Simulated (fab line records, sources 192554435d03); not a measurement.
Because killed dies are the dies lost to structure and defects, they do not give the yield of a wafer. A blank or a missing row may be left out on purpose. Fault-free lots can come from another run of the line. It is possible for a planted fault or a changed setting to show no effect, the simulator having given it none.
Matching of chambers | flow n5Finfet | N5_BEOL_M3_CMP_52 on cmp-03: 4 sister chambers
The step polishes, stops on SiOC, t overpolish 6.8 s, target thk 40 nm. 4 wafers are shown with their chamber, then 9 later ones without.

== WAFERS PAIRED WITH THEIR CHAMBERS ==
wafer  | chamber | motorCurrentA (A)
L086.3 | 3       | 6.1
L086.4 | 0       | 6.0
L088.5 | 2       | 5.3
L088.6 | 1       | 5.4

== WAFERS WITHOUT THEIR CHAMBER ==
wafer  | motorCurrentA (A)
L089.2 | 6.1
L089.4 | 5.4
L089.6 | 5.6
L092.1 | 5.8
L092.4 | 5.4
L092.6 | 5.4
L096.2 | 5.9
L096.3 | 5.8
L096.4 | 6.3

== EACH ONE'S CHAMBER ==
wafer  | from the rows above          | in truth
L089.2 | can't be placed: 3 or 0      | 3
L089.4 | can't be placed: 1 or 2      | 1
L089.6 | can't be placed: 1 or 2 or 0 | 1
L092.1 | can't be placed: 0 or 3 or 1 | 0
L092.4 | can't be placed: 1 or 2      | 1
L092.6 | can't be placed: 1 or 2      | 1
L096.2 | can't be placed: 0 or 3      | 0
L096.3 | can't be placed: 0 or 3 or 1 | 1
L096.4 | can't be placed: 3 or 0      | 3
Correct placement for 0 of the 9. From these rows, 9 cannot be placed; in 9 the true chamber is one of the candidates. Number placed wrongly: 0.
How it was worked out, from the rows above alone: a wafer's distance from a chamber is the root of the sum, over the readings, of the square of ((its reading less the chamber's mean) divided by the reading's scatter). If the next closest chamber is less than 2 further off than the closest, the wafer can't be placed; otherwise it belongs to the closest. The mean given for a chamber averages the wafers shown for that chamber. The scatter: root of mean squared gap, hidden wafer to nearest shown wafer, with one shown wafer a chamber.
